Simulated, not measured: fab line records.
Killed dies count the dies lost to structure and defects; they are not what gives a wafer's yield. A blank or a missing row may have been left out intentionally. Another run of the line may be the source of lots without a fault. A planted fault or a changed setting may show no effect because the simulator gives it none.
Which tool did it? :: flow n5Finfet :: 32 wafers from 11 lots sampled at 6 of the route's 1938 steps

WHAT THE GAUGES SHOWED, per wafer
The record holds no reading of a measuring or inspecting step that can be judged against a usual standard deviation.

TOOL THAT RAN EACH LOT (tool first, then ch and the chambers of the sampled wafers, then the start)
lot: L183
N5_FIN_SAQP_RECESS_75: vaporEtch-02 ch 0, day 2 00:15
N5_FIN_SAQP_MANDREL_ETCH_58: rieSi-02 ch 2,3, day 2 01:59
N5_FIN_SAQP_SPACER2_ALD_28: aldSin-01 ch 0,1, day 2 03:01
N5_FIN_SAQP_MANDREL2_REMOVE_60: rieSi-04 ch 0,1, day 2 03:26
N5_FIN_SAQP_HM_OPEN_33: rieDiel-02 ch 2,3, day 2 03:38
N5_PASSIVATION_PROBE_49: -

lot: L184
N5_FIN_SAQP_RECESS_75: vaporEtch-02 ch 0,1, day 2 05:02
N5_FIN_SAQP_MANDREL_ETCH_58: rieSi-02 ch 0,3, day 2 06:26
N5_FIN_SAQP_SPACER2_ALD_28: aldSin-01 ch 0,1,3, day 2 07:18
N5_FIN_SAQP_MANDREL2_REMOVE_60: rieSi-02 ch 0,1,2, day 2 07:49
N5_FIN_SAQP_HM_OPEN_33: rieDiel-02 ch 1,3, day 2 08:01
N5_PASSIVATION_PROBE_49: -

lot: L185
N5_FIN_SAQP_RECESS_75: vaporEtch-01 ch 0,1, day 2 10:10
N5_FIN_SAQP_MANDREL_ETCH_58: rieSi-05 ch 0,1,2, day 2 11:38
N5_FIN_SAQP_SPACER2_ALD_28: aldSin-01 ch 0,1,2, day 2 12:29
N5_FIN_SAQP_MANDREL2_REMOVE_60: rieSi-04 ch 1,2,3, day 2 12:53
N5_FIN_SAQP_HM_OPEN_33: rieDiel-05 ch 0,3, day 2 13:03
N5_PASSIVATION_PROBE_49: -

lot: L186
N5_FIN_SAQP_RECESS_75: vaporEtch-01 ch 0,1, day 2 18:50
N5_FIN_SAQP_MANDREL_ETCH_58: rieSi-02 ch 0,1,3, day 2 20:36
N5_FIN_SAQP_SPACER2_ALD_28: aldSin-01 ch 1,2,3, day 2 21:26
N5_FIN_SAQP_MANDREL2_REMOVE_60: rieSi-05 ch 0,1,2, day 2 21:52
N5_FIN_SAQP_HM_OPEN_33: rieDiel-02 ch 0,1,2, day 2 22:01
N5_PASSIVATION_PROBE_49: -

lot: L187
N5_FIN_SAQP_RECESS_75: vaporEtch-01 ch 0, day 3 01:04
N5_FIN_SAQP_MANDREL_ETCH_58: rieSi-02 ch 0,1,2, day 3 02:34
N5_FIN_SAQP_SPACER2_ALD_28: aldSin-04 ch 0,2, day 3 03:46
N5_FIN_SAQP_MANDREL2_REMOVE_60: rieSi-05 ch 2,3, day 3 04:11
N5_FIN_SAQP_HM_OPEN_33: rieDiel-05 ch 1,2, day 3 04:20
N5_PASSIVATION_PROBE_49: -

lot: L189
N5_FIN_SAQP_RECESS_75: vaporEtch-01 ch 0,1, day 3 11:44
N5_FIN_SAQP_MANDREL_ETCH_58: rieSi-02 ch 0,2, day 3 13:06
N5_FIN_SAQP_SPACER2_ALD_28: aldSin-01 ch 0,2, day 3 13:56
N5_FIN_SAQP_MANDREL2_REMOVE_60: rieSi-05 ch 0,2, day 3 14:20
N5_FIN_SAQP_HM_OPEN_33: rieDiel-05 ch 1,3, day 3 14:30
N5_PASSIVATION_PROBE_49: prober-01, day 14 03:58

lot: L190
N5_FIN_SAQP_RECESS_75: vaporEtch-01 ch 0, day 3 16:13
N5_FIN_SAQP_MANDREL_ETCH_58: rieSi-05 ch 0,2,3, day 3 17:49
N5_FIN_SAQP_SPACER2_ALD_28: aldSin-03 ch 2,3, day 3 19:01
N5_FIN_SAQP_MANDREL2_REMOVE_60: rieSi-02 ch 0,2, day 3 19:33
N5_FIN_SAQP_HM_OPEN_33: rieDiel-02 ch 0,2,3, day 3 19:43
N5_PASSIVATION_PROBE_49: -

lot: L193
N5_FIN_SAQP_RECESS_75: vaporEtch-02 ch 0,1, day 4 10:43
N5_FIN_SAQP_MANDREL_ETCH_58: rieSi-05 ch 1,3, day 4 12:15
N5_FIN_SAQP_SPACER2_ALD_28: aldSin-03 ch 0,1,3, day 4 13:05
N5_FIN_SAQP_MANDREL2_REMOVE_60: rieSi-02 ch 0,2, day 4 13:35
N5_FIN_SAQP_HM_OPEN_33: rieDiel-06 ch 1,2, day 4 13:51
N5_PASSIVATION_PROBE_49: -

lot: L196
N5_FIN_SAQP_RECESS_75: vaporEtch-01 ch 0,1, day 5 04:29
N5_FIN_SAQP_MANDREL_ETCH_58: rieSi-05 ch 1,2,3, day 5 07:07
N5_FIN_SAQP_SPACER2_ALD_28: aldSin-03 ch 0,2,3, day 5 08:07
N5_FIN_SAQP_MANDREL2_REMOVE_60: rieSi-04 ch 0,1, day 5 08:31
N5_FIN_SAQP_HM_OPEN_33: rieDiel-06 ch 0,1,3, day 5 08:43
N5_PASSIVATION_PROBE_49: prober-01, day 15 19:08

lot: L200
N5_FIN_SAQP_RECESS_75: vaporEtch-01 ch 0,1, day 6 04:04
N5_FIN_SAQP_MANDREL_ETCH_58: rieSi-05 ch 0,2, day 6 05:36
N5_FIN_SAQP_SPACER2_ALD_28: aldSin-04 ch 0,2, day 6 06:29
N5_FIN_SAQP_MANDREL2_REMOVE_60: rieSi-04 ch 0,1,3, day 6 06:55
N5_FIN_SAQP_HM_OPEN_33: rieDiel-06 ch 0,3, day 6 07:05
N5_PASSIVATION_PROBE_49: -

lot: L205
N5_FIN_SAQP_RECESS_75: vaporEtch-01 ch 0,1, day 7 11:04
N5_FIN_SAQP_MANDREL_ETCH_58: rieSi-05 ch 1,2,3, day 7 12:36
N5_FIN_SAQP_SPACER2_ALD_28: aldSin-03 ch 0,1,2, day 7 13:32
N5_FIN_SAQP_MANDREL2_REMOVE_60: rieSi-05 ch 0,2,3, day 7 13:57
N5_FIN_SAQP_HM_OPEN_33: rieDiel-06 ch 0,2,3, day 7 14:07
N5_PASSIVATION_PROBE_49: -
- N5_FIN_SAQP_RECESS_75: chemistry HF/NH3, target SiO2, target depth 14.4 nm, afs cycles 3, sublimation time 60 s.
- N5_FIN_SAQP_MANDREL_ETCH_58: etches a-Si in HBr/Cl2, stops on SiNx, target depth 45 nm, bt time 10 s, time 27 s.
- N5_FIN_SAQP_SPACER2_ALD_28: deposits SiO2, target thk 8.1 nm, pulse time 1 s, purge time 2 s.
- N5_FIN_SAQP_MANDREL2_REMOVE_60: chemistry HBr/Cl2/O2, target a-Si, stops on SiNx, bt time 10 s.
- N5_FIN_SAQP_HM_OPEN_33: chemistry CH3F/O2, target SiNx, target depth 49.4 nm, time 70.6 s.
- N5_PASSIVATION_PROBE_49

AS READ BY THE TOOLS THEMSELVES (means over the sampled wafers that have a number; for cases with no such wafer, the mark the record gives instead)
N5_FIN_SAQP_RECESS_75.
lot: L183
tool: vaporEtch-02
drypumpMotorCurrentA (A): 6.1
sublimationTempC (C): 179.96

lot: L184
tool: vaporEtch-02
drypumpMotorCurrentA (A): 6.2
sublimationTempC (C): 180.04

lot: L185
tool: vaporEtch-01
drypumpMotorCurrentA (A): 5.7
sublimationTempC (C): 179.94

lot: L186
tool: vaporEtch-01
drypumpMotorCurrentA (A): 5.3
sublimationTempC (C): 180.03

lot: L187
tool: vaporEtch-01
drypumpMotorCurrentA (A): 4.8
sublimationTempC (C): 179.75

lot: L189
tool: vaporEtch-01
drypumpMotorCurrentA (A): 5.2
sublimationTempC (C): 179.88

lot: L190
tool: vaporEtch-01
drypumpMotorCurrentA (A): 4.8
sublimationTempC (C): 180.01

lot: L193
tool: vaporEtch-02
drypumpMotorCurrentA (A): 6.2
sublimationTempC (C): 179.92

lot: L196
tool: vaporEtch-01
drypumpMotorCurrentA (A): 5.2
sublimationTempC (C): 180.05

lot: L200
tool: vaporEtch-01
drypumpMotorCurrentA (A): 5.7
sublimationTempC (C): 180.03

lot: L205
tool: vaporEtch-01
drypumpMotorCurrentA (A): 5.7
sublimationTempC (C): 179.94

N5_FIN_SAQP_MANDREL_ETCH_58.
lot: L183
tool: rieSi-02
drypumpMotorCurrentA (A): 5.8
mfcCl2Sccm (sccm): 80.04
oesProductAu (a.u.): 0.698
throttleValvePct (%): 35.61

lot: L184
tool: rieSi-02
drypumpMotorCurrentA (A): 6.0
mfcCl2Sccm (sccm): 80.31
oesProductAu (a.u.): 0.694
throttleValvePct (%): 35.31

lot: L185
tool: rieSi-05
drypumpMotorCurrentA (A): 5.8
mfcCl2Sccm (sccm): 80.06
oesProductAu (a.u.): 0.698
throttleValvePct (%): 35.39

lot: L186
tool: rieSi-02
drypumpMotorCurrentA (A): 6.0
mfcCl2Sccm (sccm): 79.80
oesProductAu (a.u.): 0.584
throttleValvePct (%): 35.75

lot: L187
tool: rieSi-02
drypumpMotorCurrentA (A): 6.2
mfcCl2Sccm (sccm): 80.09
oesProductAu (a.u.): 0.591
throttleValvePct (%): 35.84

lot: L189
tool: rieSi-02
drypumpMotorCurrentA (A): 6.1
mfcCl2Sccm (sccm): 80.16
oesProductAu (a.u.): 0.593
throttleValvePct (%): 35.79

lot: L190
tool: rieSi-05
drypumpMotorCurrentA (A): 5.5
mfcCl2Sccm (sccm): 80.23
oesProductAu (a.u.): 0.697
throttleValvePct (%): 35.24

lot: L193
tool: rieSi-05
drypumpMotorCurrentA (A): 5.9
mfcCl2Sccm (sccm): 80.08
oesProductAu (a.u.): 0.698
throttleValvePct (%): 35.33

lot: L196
tool: rieSi-05
drypumpMotorCurrentA (A): 5.8
mfcCl2Sccm (sccm): 79.95
oesProductAu (a.u.): 0.691
throttleValvePct (%): 35.36

lot: L200
tool: rieSi-05
drypumpMotorCurrentA (A): 5.6
mfcCl2Sccm (sccm): 79.94
oesProductAu (a.u.): 0.707
throttleValvePct (%): 35.26

lot: L205
tool: rieSi-05
drypumpMotorCurrentA (A): 5.8
mfcCl2Sccm (sccm): 80.15
oesProductAu (a.u.): 0.698
throttleValvePct (%): 35.36

N5_FIN_SAQP_SPACER2_ALD_28.
lot: L183
tool: aldSin-01
heaterPowerW (W): 450
precursorPulseHeightRel: 1.021

lot: L184
tool: aldSin-01
heaterPowerW (W): 476
precursorPulseHeightRel: 0.986

lot: L185
tool: aldSin-01
heaterPowerW (W): 457
precursorPulseHeightRel: 0.991

lot: L186
tool: aldSin-01
heaterPowerW (W): 473
precursorPulseHeightRel: 1.005

lot: L187
tool: aldSin-04
heaterPowerW (W): 457
precursorPulseHeightRel: 0.996

lot: L189
tool: aldSin-01
heaterPowerW (W): 467
precursorPulseHeightRel: 0.999

lot: L190
tool: aldSin-03
heaterPowerW (W): 459
precursorPulseHeightRel: 1.003

lot: L193
tool: aldSin-03
heaterPowerW (W): 489
precursorPulseHeightRel: 1.004

lot: L196
tool: aldSin-03
heaterPowerW (W): 497
precursorPulseHeightRel: 1.019

lot: L200
tool: aldSin-04
heaterPowerW (W): 448
precursorPulseHeightRel: 0.991

lot: L205
tool: aldSin-03
heaterPowerW (W): 498
precursorPulseHeightRel: 1.005

N5_FIN_SAQP_MANDREL2_REMOVE_60.
lot: L183
tool: rieSi-04
drypumpMotorCurrentA (A): 5.8
mfcCl2Sccm (sccm): 80.02
oesProductAu (a.u.): 1.008
throttleValvePct (%): 36.94

lot: L184
tool: rieSi-02
drypumpMotorCurrentA (A): 6.2
mfcCl2Sccm (sccm): 79.85
oesProductAu (a.u.): 1.003
throttleValvePct (%): 36.75

lot: L185
tool: rieSi-04
drypumpMotorCurrentA (A): 5.7
mfcCl2Sccm (sccm): 80.07
oesProductAu (a.u.): 1.000
throttleValvePct (%): 36.76

lot: L186
tool: rieSi-05
drypumpMotorCurrentA (A): 5.8
mfcCl2Sccm (sccm): 80.00
oesProductAu (a.u.): 1.010
throttleValvePct (%): 36.51

lot: L187
tool: rieSi-05
drypumpMotorCurrentA (A): 5.4
mfcCl2Sccm (sccm): 79.91
oesProductAu (a.u.): 1.013
throttleValvePct (%): 36.39

lot: L189
tool: rieSi-05
drypumpMotorCurrentA (A): 5.4
mfcCl2Sccm (sccm): 79.81
oesProductAu (a.u.): 1.025
throttleValvePct (%): 36.39

lot: L190
tool: rieSi-02
drypumpMotorCurrentA (A): 6.0
mfcCl2Sccm (sccm): 79.99
oesProductAu (a.u.): 1.010
throttleValvePct (%): 36.70

lot: L193
tool: rieSi-02
drypumpMotorCurrentA (A): 6.2
mfcCl2Sccm (sccm): 80.12
oesProductAu (a.u.): 1.012
throttleValvePct (%): 36.52

lot: L196
tool: rieSi-04
drypumpMotorCurrentA (A): 5.8
mfcCl2Sccm (sccm): 80.08
oesProductAu (a.u.): 1.006
throttleValvePct (%): 36.97

lot: L200
tool: rieSi-04
drypumpMotorCurrentA (A): 5.8
mfcCl2Sccm (sccm): 80.13
oesProductAu (a.u.): 1.000
throttleValvePct (%): 36.87

lot: L205
tool: rieSi-05
drypumpMotorCurrentA (A): 5.5
mfcCl2Sccm (sccm): 80.07
oesProductAu (a.u.): 1.007
throttleValvePct (%): 36.38

N5_FIN_SAQP_HM_OPEN_33.
lot: L183
tool: rieDiel-02
drypumpMotorCurrentA (A): 6.1
etchRfOnTimeS (s): 70.2
oesProductAu (a.u.): 0.68
rfVppV (V): 295
showerheadPlenumPTorr (Torr): 1.98
throttleValvePct (%): 16.39

lot: L184
tool: rieDiel-02
drypumpMotorCurrentA (A): 5.7
etchRfOnTimeS (s): 68.4
oesProductAu (a.u.): 0.61
rfVppV (V): 296
showerheadPlenumPTorr (Torr): 1.98
throttleValvePct (%): 16.30

lot: L185
tool: rieDiel-05
drypumpMotorCurrentA (A): 5.3
etchRfOnTimeS (s): 71.5
oesProductAu (a.u.): 0.62
rfVppV (V): 294
showerheadPlenumPTorr (Torr): 1.96
throttleValvePct (%): 16.24

lot: L186
tool: rieDiel-02
drypumpMotorCurrentA (A): 5.6
etchRfOnTimeS (s): 59.3
oesProductAu (a.u.): 0.72
rfVppV (V): 292
showerheadPlenumPTorr (Torr): 1.97
throttleValvePct (%): 16.19

lot: L187
tool: rieDiel-05
drypumpMotorCurrentA (A): 6.5
etchRfOnTimeS (s): 60.3
oesProductAu (a.u.): 0.70
rfVppV (V): 303
showerheadPlenumPTorr (Torr): 1.98
throttleValvePct (%): 16.27

lot: L189
tool: rieDiel-05
drypumpMotorCurrentA (A): 5.9
etchRfOnTimeS (s): 61.6
oesProductAu (a.u.): 0.82
rfVppV (V): 298
showerheadPlenumPTorr (Torr): 1.97
throttleValvePct (%): 16.03

lot: L190
tool: rieDiel-02
drypumpMotorCurrentA (A): 5.7
etchRfOnTimeS (s): 68.4
oesProductAu (a.u.): 0.73
rfVppV (V): 295
showerheadPlenumPTorr (Torr): 1.98
throttleValvePct (%): 16.29

lot: L193
tool: rieDiel-06
drypumpMotorCurrentA (A): 6.1
etchRfOnTimeS (s): 71.0
oesProductAu (a.u.): 0.57
rfVppV (V): 290
showerheadPlenumPTorr (Torr): 1.95
throttleValvePct (%): 16.53

lot: L196
tool: rieDiel-06
drypumpMotorCurrentA (A): 5.7
etchRfOnTimeS (s): 69.5
oesProductAu (a.u.): 0.62
rfVppV (V): 292
showerheadPlenumPTorr (Torr): 1.96
throttleValvePct (%): 16.51

lot: L200
tool: rieDiel-06
drypumpMotorCurrentA (A): 5.4
etchRfOnTimeS (s): 69.9
oesProductAu (a.u.): 0.62
rfVppV (V): 291
showerheadPlenumPTorr (Torr): 1.96
throttleValvePct (%): 16.65

lot: L205
tool: rieDiel-06
drypumpMotorCurrentA (A): 5.9
etchRfOnTimeS (s): 68.6
oesProductAu (a.u.): 0.68
rfVppV (V): 291
showerheadPlenumPTorr (Torr): 1.98
throttleValvePct (%): 16.49

N5_PASSIVATION_PROBE_49.
lot: L189
tool: prober-01
killed_at_M0_to_M3: 27
killed_at_M4_up: 16
killedAtContacts: 7
killedAtFrontEnd: 39
killedAtOther: 3
killedDies: 92
killedOpen: 65
killedShort: 25

lot: L196
tool: prober-01
killed_at_M0_to_M3: 21
killed_at_M4_up: 8
killedAtContacts: 16
killedAtFrontEnd: 35
killedAtOther: 3
killedDies: 84
killedOpen: 51
killedShort: 32

THE ANSWER, worked out from the rows above alone
Rule: the lots themselves supply what counts as usual. The widest of any qualifying gaps counts: lots, ordered by their means at a reading, are off when they make up no more than a third of the lots, leave a main group of 4 or more, and stand apart from it by 3 or more times the standard deviation of that group's means. If all means in a main group match to the digits the tables above print for the reading, that group is not used. A lot without any number at a reading at which 4 lots or more have one is off too. All remaining lots with rows at the step are treated as sound. Order of review: gauges by route order, followed by the tools' own readings, for which a lot's mean as printed above is used. The first step at which some lot is off is used, and at that step the reading that is off furthest; a lot without a number counts as furthest.
Off: L186, L187, L189 (N5_FIN_SAQP_MANDREL_ETCH_58, oesProductAu). Main group: mean 0.698 a.u., sd 0.0043.
If a tool, at that step or one of the process steps before it, ran each lot that is off and ran no sound lot following the first of them, it fits. One candidate fits, namely rieSi-02 at N5_FIN_SAQP_MANDREL_ETCH_58. A fault onset in the window from L184 (day 2 06:26, its last sound lot) to L186 (day 2 20:36, its first lot off) fits.
The tool's own readings at N5_FIN_SAQP_MANDREL_ETCH_58 bear it out: on the lots that are off they differ by more than 5 times the standard deviation of the sound lots' means. oesProductAu reads 0.589 a.u. there against 0.698 a.u. on the sound lots.

WHAT HAD BEEN PUT IN BY THE SIMULATOR
Process parameter drift: rieSi-02, from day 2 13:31 on, at N5_FIN_SAQP_MANDREL_ETCH_58. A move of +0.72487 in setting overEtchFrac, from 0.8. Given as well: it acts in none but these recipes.
Lots struck among those shown: L186, L187, L189. Same finding as the rule above.
